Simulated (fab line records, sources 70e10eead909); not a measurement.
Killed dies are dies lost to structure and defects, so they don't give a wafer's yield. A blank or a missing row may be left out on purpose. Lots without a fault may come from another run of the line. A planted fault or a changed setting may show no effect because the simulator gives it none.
A struck lot beside a sound one | flow nand_harc | 43 steps out of a route of 1302
Sound: wafers L941.1, L941.2, L941.4. Struck: wafers L946.1, L946.2, L946.4. The cause comes at the end.
At each step with rows: each side's tool, then ch and its chambers, then its first start. Under that, the readings that differ: sound wafers | struck wafers | difference of the means | sigmas: that difference in standard deviations of wafers without a fault.
alike: readings whose means differ by less than 2 such deviations, and words and numbers that are the same on both sides. not compared: withheld readings, readings that some wafer has no value for, bounds like >300 that may hide the same value, and numbers for which the record gives no deviation and whose values overlap.
The two part at a step that has a row with sigmas, a row that says differs or no value, or rows on one side only. Numbers that don't overlap but have no deviation are shown without sigmas and don't part them. A reading that every wafer of one side lacks parts them only if that side has two wafers or more.

first, 2 steps without rows for these wafers: NHARC_A_CONTACT_PEB_40 (peb time 65 s); NHARC_A_CONTACT_DEVELOP_41 (develop time 35 s).
NHARC_A_CONTACT_CD_MEAS_42: target cd 300 nm.
  sound on cd_sem-01 ch 0, day 23 16:44; struck on cd_sem-02 ch 0, day 25 20:35
  alike: cd_nm
NHARC_A_CONTACT_OVL_MEAS_43:
  sound on overlay-02, day 23 16:50; struck on overlay-02, day 25 20:40
  reading           | sound          | struck      | difference | sigmas
  overlay_y_nm (nm) | -0.4 -0.7 -0.6 | 1.0 0.7 2.0 | +1.8       | +2
  alike: overlay_x_nm
NHARC_A_CONTACT_INSPECT_44:
  sound on defect_inspect-02, day 23 16:52; struck on defect_inspect-01, day 25 20:43
  alike: raw_defect_count
then, 2 steps without rows for these wafers: NHARC_A_CONTACT_DESCUM_47 (chemistry O2, time 3 s); NHARC_A_CONTACT_ETCH_48 (etches the open film in CF4, target depth 39 nm, time 65 s).
NHARC_A_CONTACT_ETCH_49: etches the open film in N2/H2, target depth 260 nm, time 475.3 s.
  sound on rie_diel-04 ch 0,1,2; struck on rie_diel-04 ch 1,2
  alike: drypump_motor_current_A, mfc_ar_sccm, oes_product_au, rf_vpp_V, showerhead_plenum_p_Torr, throttle_valve_pct
  not compared: rf_hours_counter_h
NHARC_A_CONTACT_ETCH_50: etches the open film in CF4/CHF3, target depth 121 nm, time 60.5 s.
  sound on rie_diel-04 ch 0,1,2; struck on rie_diel-04 ch 1,2,3
  alike: cf4_flow_sccm, drypump_motor_current_A, mfc_ar_sccm, oes_product_au, rf_vpp_V, showerhead_plenum_p_Torr, throttle_valve_pct
  not compared: rf_hours_counter_h
then, 3 steps without rows for these wafers: NHARC_A_CONTACT_ETCH_51 (etches the open film in O2/COS, target depth 7000 nm, time 1820 s); NHARC_A_CONTACT_ETCH_111 (etches the open film in C4F8/O2/Ar, time 140 s, target depth 700 nm); NHARC_A_CONTACT_ETCH_112 (etches the open film in C4F8/O2/Ar, time 190 s, target depth 1850 nm).
NHARC_A_CONTACT_ETCH_113: etches the open film in C4F8/O2/Ar, time 190 s, target depth 1850 nm.
  sound on har_cap_etch-03 ch 0,1, day 23 19:08; struck on har_cap_etch-01 ch 0,1, day 25 23:21
  not compared: rf_hours_counter_h
NHARC_A_CONTACT_ETCH_114: etches the open film in C4F8/O2/Ar, time 190 s, target depth 1850 nm.
  sound on har_cap_etch-03 ch 0,1, day 23 19:18; struck on har_cap_etch-01 ch 0,1, day 25 23:31
  not compared: rf_hours_counter_h
then, 6 steps without rows for these wafers: NHARC_A_CONTACT_ETCH_115 (etches the open film in C4F8/O2/Ar, time 190 s, target depth 1850 nm); NHARC_A_CONTACT_ETCH_116 (etches the open film in C4F8/O2/Ar, time 190 s, target depth 1850 nm); NHARC_A_CONTACT_ETCH_117 (etches the open film in C4F8/O2/Ar, time 190 s, target depth 1850 nm); NHARC_A_CONTACT_ETCH_118 (etches the open film in C4F8/O2/Ar, time 190 s, target depth 1850 nm); NHARC_A_CONTACT_ETCH_119 (etches the open film in C4F8/O2/Ar, time 190 s, target depth 1850 nm); NHARC_A_CONTACT_ETCH_120 (etches the open film in C4F8/O2/Ar, time 190 s, target depth 1850 nm).
NHARC_A_CONTACT_ETCH_121: etches the open film in C4F8/O2/Ar, time 190 s, target depth 1850 nm.
  sound on har_cap_etch-03 ch 0,1, day 23 20:41; struck on har_cap_etch-01 ch 0,1, day 26 00:43
  not compared: rf_hours_counter_h
then, 4 steps without rows for these wafers: NHARC_A_CONTACT_ETCH_122 (etches the open film in C4F8/O2/Ar, time 190 s, target depth 1850 nm); NHARC_A_CONTACT_ETCH_123 (etches the open film in C4F8/O2/Ar, time 490 s, target depth 2110 nm); NHARC_A_CONTACT_ETCH_90 (etches the open film in CH3F/O2, target depth 40 nm, time 85.7 s); NHARC_A_CONTACT_ETCH_96 (etches the open film in C4F6/O2, target depth 20 nm, time 10 s).
NHARC_A_CONTACT_CD_MEAS_53:
  sound on cd_sem-01, day 23 22:14; struck on cd_sem-03, day 26 02:47
  reading    | sound             | struck            | difference | sigmas
  cd_nm (nm) | 287.7 287.4 287.4 | 289.7 289.5 289.2 | +2.0       | +2
then, 3 steps without rows for these wafers: NHARC_A_CONTACT_STRIP_99 (strips in N2/H2); NHARC_A_CONTACT_STRIP_100 (strips in CF4/CHF3); NHARC_A_CONTACT_STRIP_101 (strips in O2/COS).
NHARC_A_CONTACT_ETCH_102: etches the open film in CF4/O2, target depth 100 nm, overetch 10 nm, time 55 s.
  sound on rie_diel-11 ch 0,2,3, day 23 22:32; struck on rie_diel-04 ch 0,2,3, day 26 03:05
  reading                | sound    | struck   | difference | sigmas
  rf_hours_counter_h (h) | 36 38 34 | 11 10 10 | -26        |
  alike: cf4_flow_sccm, drypump_motor_current_A, mfc_ar_sccm, oes_product_au, rf_vpp_V, showerhead_plenum_p_Torr, throttle_valve_pct
then, 12 steps without rows for these wafers: NHARC_A_CONTACT_STRIP_55 (strips in O2); NHARC_A_CONTACT_STRIP_56 (strips in post etch residue remover, time 600 s); NHARC_A_CONTACT_DEP_57 (deposits aC, target thk 5300 nm); NHARC_A_CONTACT_DEP_58 (deposits SiON, target thk 90 nm); NHARC_A_CONTACT_DEHYDRATE_59 (time 120 s); NHARC_A_CONTACT_HMDS_60 (time 30 s); NHARC_A_CONTACT_COAT_61 (time 75 s); NHARC_A_CONTACT_COAT_62 (time 65 s); NHARC_A_CONTACT_COAT_63 (resist thk 90 nm); NHARC_A_CONTACT_SOFTBAKE_64 (time 55 s); NHARC_A_CONTACT_EBR_65; NHARC_A_CONTACT_EXPOSE_66 (exposes mask A CC 2).
-- the record jumps here: 3 days lie between the struck wafers' starts before and after (it left off in module A_CONTACT and takes up again in module END, whose first step shown is number 1302 of the route) --
NHARC_END_SORT_01:
  the record has rows for the struck wafers here (prober-02 ch 0, day 28 23:13) and none for the sound ones

WHERE THEY PART
First at NHARC_A_CONTACT_OVL_MEAS_43; last, within this record, at NHARC_END_SORT_01.

WHY: what the simulator had put in
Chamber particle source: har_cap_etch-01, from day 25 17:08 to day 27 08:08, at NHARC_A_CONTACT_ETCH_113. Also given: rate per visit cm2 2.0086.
